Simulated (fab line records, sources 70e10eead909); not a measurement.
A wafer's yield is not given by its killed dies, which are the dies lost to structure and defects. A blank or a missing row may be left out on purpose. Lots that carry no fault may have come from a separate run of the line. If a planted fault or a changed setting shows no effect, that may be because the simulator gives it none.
Which of the tools did it? | flow nand harc | 16 wafers from 6 lots sampled at 4 of the route's 1159 steps

## WHAT EACH GAUGE READ, for each wafer
NHARC_P_STI_OCD_MEAS_43.
lot  | measured    | on     | trench depth nm (nm)
L295 | day 3 13:14 | ocd-01 | 300 308
L299 | day 4 12:47 | ocd-02 | 303 305
L308 | day 6 18:10 | ocd-01 | 295 299 295
L310 | day 7 08:20 | ocd-02 | 298 300 298
L312 | day 7 20:14 | ocd-02 | 301 299 298
L314 | day 8 08:40 | ocd-02 | 297 294 298

## WHICH TOOL RAN EACH LOT (tool, then ch and the chambers of the sampled wafers, then the start)
lot  | NHARC_P_ZERO_WELL_DESCUM_39       | NHARC_P_STI_DESCUM_14             | NHARC_P_STI_ETCH_42
L295 | rie diel-02 ch 0,1, day 2 17:22   | rie diel-12 ch 0,2, day 3 12:14   | rie diel-12 ch 3, day 3 12:18
L299 | rie diel-02 ch 0,2, day 3 16:27   | rie diel-12 ch 0, day 4 11:43     | rie diel-12 ch 0,1, day 4 11:49
L308 | rie diel-02 ch 0,2,3, day 5 22:21 | rie diel-12 ch 0,1,2, day 6 17:06 | rie diel-12 ch 0,1,3, day 6 17:11
L310 | rie diel-10 ch 0,1, day 6 10:26   | rie diel-03 ch 0,3, day 7 07:19   | rie diel-03 ch 1,3, day 7 07:24
L312 | rie diel-10 ch 0,3, day 6 22:25   | rie diel-03 ch 2,3, day 7 19:11   | rie diel-03 ch 0,1,3, day 7 19:17
L314 | rie diel-10 ch 0,2,3, day 7 10:27 | rie diel-12 ch 0,1, day 8 07:37   | rie diel-12 ch 1,2,3, day 8 07:42
- NHARC_P_ZERO_WELL_DESCUM_39: chemistry O2, time 3 s.
- NHARC_P_STI_DESCUM_14: chemistry O2, time 3 s.
- NHARC_P_STI_ETCH_42: etches the open film in N2/H2, target depth 80 nm, overetch 24 nm, time 61 s.

## THE ANSWER, worked out from the rows above alone
Rule: the lots themselves supply what counts as usual. The widest of any qualifying gaps counts: lots, ordered by their means at a reading, are off when they make up no more than a third of the lots, leave a main group of 4 or more, and stand apart from it by 3 or more times the standard deviation of that group's means. The tables above print the reading to a certain number of digits; a main group whose means all agree to those digits is not used. A lot without any number at a reading at which 4 lots or more have one is off too. Where the step has rows for the other lots, those lots are counted as sound.
Off at NHARC_P_STI_OCD_MEAS_43 (trench depth nm): L295, L299. Main group: mean 298 nm, sd 1.4.
A tool fits if, at a process step before that reading, it ran every lot that is off, and no sound lot after the first of them. Gauges at NHARC_P_STI_OCD_MEAS_43: tried the same way as those tools. No candidate that was tried fits.

## WHAT HAD BEEN PUT IN BY THE SIMULATOR
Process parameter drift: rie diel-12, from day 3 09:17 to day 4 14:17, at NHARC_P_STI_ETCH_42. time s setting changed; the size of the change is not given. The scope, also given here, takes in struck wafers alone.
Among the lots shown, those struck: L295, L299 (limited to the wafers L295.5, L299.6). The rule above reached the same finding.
